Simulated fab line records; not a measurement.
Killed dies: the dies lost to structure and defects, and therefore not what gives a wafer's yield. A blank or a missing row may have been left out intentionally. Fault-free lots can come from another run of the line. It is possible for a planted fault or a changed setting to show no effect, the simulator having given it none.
What tool caused it? -- flow nandHarc -- Sampling: 14 lots, 38 wafers, 4 of 1302 route steps

## WHAT THE GAUGES SHOWED, per wafer
The record lacks any reading of a measuring or inspecting step that a usual standard deviation could be used to judge.

## EACH LOT AND THE TOOL THAT RAN IT (in order: tool; ch and the chambers of the sampled wafers; start)
lot,NHARC_P_BONDPAD_STRIP_15,NHARC_P_BONDPAD_PVD_17,NHARC_P_BONDPAD_PVD_27,NHARC_A_ZERO_WELL_SOFTBAKE_05
L373,"rieDiel-01 ch 0,2,3, day 6 20:35","pvdSputter-02, day 6 23:00 or earlier","pvdSputter-02, day 6 23:00 or earlier","lithoTrack-02 ch 0, day 6 23:00"
L374,"rieDiel-05 ch 0,1,2, day 7 07:17","pvdSputter-01, day 7 10:00 or earlier","pvdSputter-01, day 7 10:00 or earlier","lithoTrack-05 ch 0, day 7 10:00"
L375,"rieDiel-05 ch 1,2, day 8 01:05","pvdSputter-01, day 8 04:00 or earlier","pvdSputter-01, day 8 04:00 or earlier","lithoTrack-07 ch 0, day 8 04:00"
L376,"rieDiel-07 ch 0,2,3, day 8 06:07","pvdSputter-01, day 8 09:00 or earlier","pvdSputter-01, day 8 09:00 or earlier","lithoTrack-07 ch 0, day 8 09:00"
L377,"rieDiel-01 ch 2,3, day 8 11:17","pvdSputter-01, day 8 14:00 or earlier","pvdSputter-01, day 8 14:00 or earlier","lithoTrack-07 ch 0, day 8 14:00"
L380,"rieDiel-05 ch 0, day 10 02:49","pvdSputter-03, day 10 05:00 or earlier","pvdSputter-03, day 10 05:00 or earlier","lithoTrack-07 ch 0, day 10 05:00"
L381,"rieDiel-05 ch 3, day 10 08:14","pvdSputter-01, day 10 11:00 or earlier","pvdSputter-01, day 10 11:00 or earlier","lithoTrack-07 ch 0, day 10 11:00"
L388,"rieDiel-05 ch 2,3, day 13 13:21","pvdSputter-02, day 13 16:00 or earlier","pvdSputter-02, day 13 16:00 or earlier","lithoTrack-07 ch 0, day 13 16:00"
L389,"rieDiel-05 ch 0,3, day 13 16:22","pvdSputter-03, day 13 19:00 or earlier","pvdSputter-03, day 13 19:00 or earlier","lithoTrack-07 ch 0, day 13 19:00"
L391,"rieDiel-07 ch 0,2,3, day 14 14:13","pvdSputter-02, day 14 17:00 or earlier","pvdSputter-02, day 14 17:00 or earlier","lithoTrack-02 ch 0, day 14 17:00"
L392,"rieDiel-05 ch 0,1,3, day 15 07:37","pvdSputter-02, day 15 10:00 or earlier","pvdSputter-02, day 15 10:00 or earlier","lithoTrack-02 ch 0, day 15 10:00"
L393,"rieDiel-01 ch 0,2,3, day 15 19:37","pvdSputter-02, day 15 22:00 or earlier","pvdSputter-02, day 15 22:00 or earlier","lithoTrack-07 ch 0, day 15 22:00"
L394,"rieDiel-07 ch 0,3, day 15 22:01","pvdSputter-02, day 16 01:00 or earlier","pvdSputter-02, day 16 01:00 or earlier","lithoTrack-02 ch 0, day 16 01:00"
L395,"rieDiel-07 ch 1,3, day 16 05:28","pvdSputter-03, day 16 08:00 or earlier","pvdSputter-03, day 16 08:00 or earlier","lithoTrack-02 ch 0, day 16 08:00"
- NHARC_P_BONDPAD_STRIP_15: strips in O2.
- NHARC_P_BONDPAD_PVD_17: deposits TaN, target thk 5 nm, time 8.06 s.
- NHARC_P_BONDPAD_PVD_27: deposits Cu, target thk 30 nm, time 20.49 s.
- NHARC_A_ZERO_WELL_SOFTBAKE_05: time 70 s.

## WHAT THE TOOLS THEMSELVES READ (means of the sampled wafers that have a number; where no wafer has one, the mark that the record gives instead)
NHARC_P_BONDPAD_STRIP_15. Usual: drypumpMotorCurrentA 5.7 A, standard deviation 0.48; oesProductAu 1.002 a.u., standard deviation 0.0091; rfVppV 57.6 V, standard deviation 0.95; showerheadPlenumPTorr 3.46 Torr, standard deviation 0.12; throttleValvePct 17.036 %, standard deviation 0.0084.
lot,tool,drypumpMotorCurrentA (A),oesProductAu (a.u.),rfVppV (V),showerheadPlenumPTorr (Torr),throttleValvePct (%),flag
L373,rieDiel-01,5.7,1.000,58.3,3.50,17.037,
L374,rieDiel-05,5.6,1.011,57.4,3.40,17.040,
L375,rieDiel-05,5.9,1.011,57.5,3.40,17.040,
L376,rieDiel-07,6.0,1.007,57.2,3.51,17.033,
L377,rieDiel-01,6.0,1.007,58.8,3.61,17.029,
L380,rieDiel-05,5.0,0.998,57.1,3.38,17.028,
L381,rieDiel-05,5.1,0.991,58.0,3.54,17.040,
L388,rieDiel-05,5.3,0.999,57.5,3.49,17.042,
L389,rieDiel-05,5.2,1.000,58.1,3.49,17.039,
L391,rieDiel-07,6.0,1.008,57.4,3.51,17.034,
L392,rieDiel-05,5.4,0.987,57.5,3.45,17.046,
L393,rieDiel-01,5.8,1.010,58.2,3.50,17.028,
L394,rieDiel-07,5.8,1.007,57.8,3.44,17.029,
L395,rieDiel-07,6.0,1.006,57.3,3.45,17.037,

NHARC_P_BONDPAD_PVD_17. Usual: biasV 168.9 V, standard deviation 1.5; throttleValvePct 30.0 %, standard deviation 0.99.
lot,tool,biasV (V),throttleValvePct (%),flag
L373,pvdSputter-02,168.2,29.4,
L374,pvdSputter-01,168.6,29.8,
L375,pvdSputter-01,169.0,29.6,
L376,pvdSputter-01,169.6,29.9,
L377,pvdSputter-01,170.2,29.6,
L380,pvdSputter-03,169.4,29.7,
L381,pvdSputter-01,167.6,29.2,
L388,pvdSputter-02,168.0,29.2,
L389,pvdSputter-03,169.4,30.2,
L391,pvdSputter-02,168.4,29.8,
L392,pvdSputter-02,169.8,29.8,
L393,pvdSputter-02,168.1,28.9,
L394,pvdSputter-02,167.7,30.4,
L395,pvdSputter-03,169.6,29.9,

NHARC_P_BONDPAD_PVD_27. Usual: 30.0 % for throttleValvePct, sd 1.
lot,tool,throttleValvePct (%),flag
L373,pvdSputter-02,29.5,
L374,pvdSputter-01,29.5,
L375,pvdSputter-01,30.2,
L376,pvdSputter-01,29.6,
L377,pvdSputter-01,30.5,
L380,pvdSputter-03,29.9,
L381,pvdSputter-01,31.5,
L388,pvdSputter-02,29.7,
L389,pvdSputter-03,29.7,
L391,pvdSputter-02,29.9,
L392,pvdSputter-02,29.0,
L393,pvdSputter-02,29.0,
L394,pvdSputter-02,30.5,
L395,pvdSputter-03,30.1,

NHARC_A_ZERO_WELL_SOFTBAKE_05. Usual: 200.8 W for heaterPowerTotalW, sd 1.3.
lot,tool,heaterPowerTotalW (W),flag
L373,lithoTrack-02,201.0,
L374,lithoTrack-05,199.1,
L375,lithoTrack-07,201.6,
L376,lithoTrack-07,199.5,
L377,lithoTrack-07,200.6,
L380,lithoTrack-07,207.2,OFF
L381,lithoTrack-07,206.6,OFF
L388,lithoTrack-07,201.7,
L389,lithoTrack-07,201.8,
L391,lithoTrack-02,201.3,
L392,lithoTrack-02,202.0,
L393,lithoTrack-07,200.4,
L394,lithoTrack-02,201.7,
L395,lithoTrack-02,200.5,

## THE ANSWER, worked out from the rows above alone
Rule: a lot counts as off when the mean over its wafers that have a number is more than 3 standard deviations away from the usual mean. A lot without any number at a reading at which 4 lots or more have one is off too. All remaining lots with rows at the step are treated as sound. Order of review: gauges by route order, followed by the tools' own readings, for which a lot's mean as printed above is used. The first step at which some lot is off is used, and at that step the reading that is off furthest; a lot without a number counts as furthest.
Off at NHARC_A_ZERO_WELL_SOFTBAKE_05 (heaterPowerTotalW): L380, L381.
If a tool, at that step or one of the process steps before it, ran each lot that is off and ran no sound lot following the first of them, it fits. Because NHARC_P_BONDPAD_PVD_17 lacks a start for some lots, the hours and order of its lots are taken from NHARC_A_ZERO_WELL_SOFTBAKE_05. Because NHARC_P_BONDPAD_PVD_27 lacks a start for some lots, the hours and order of its lots are taken from NHARC_A_ZERO_WELL_SOFTBAKE_05. No candidate that was tried fits.

## WHAT THE SIMULATOR HAD INSERTED
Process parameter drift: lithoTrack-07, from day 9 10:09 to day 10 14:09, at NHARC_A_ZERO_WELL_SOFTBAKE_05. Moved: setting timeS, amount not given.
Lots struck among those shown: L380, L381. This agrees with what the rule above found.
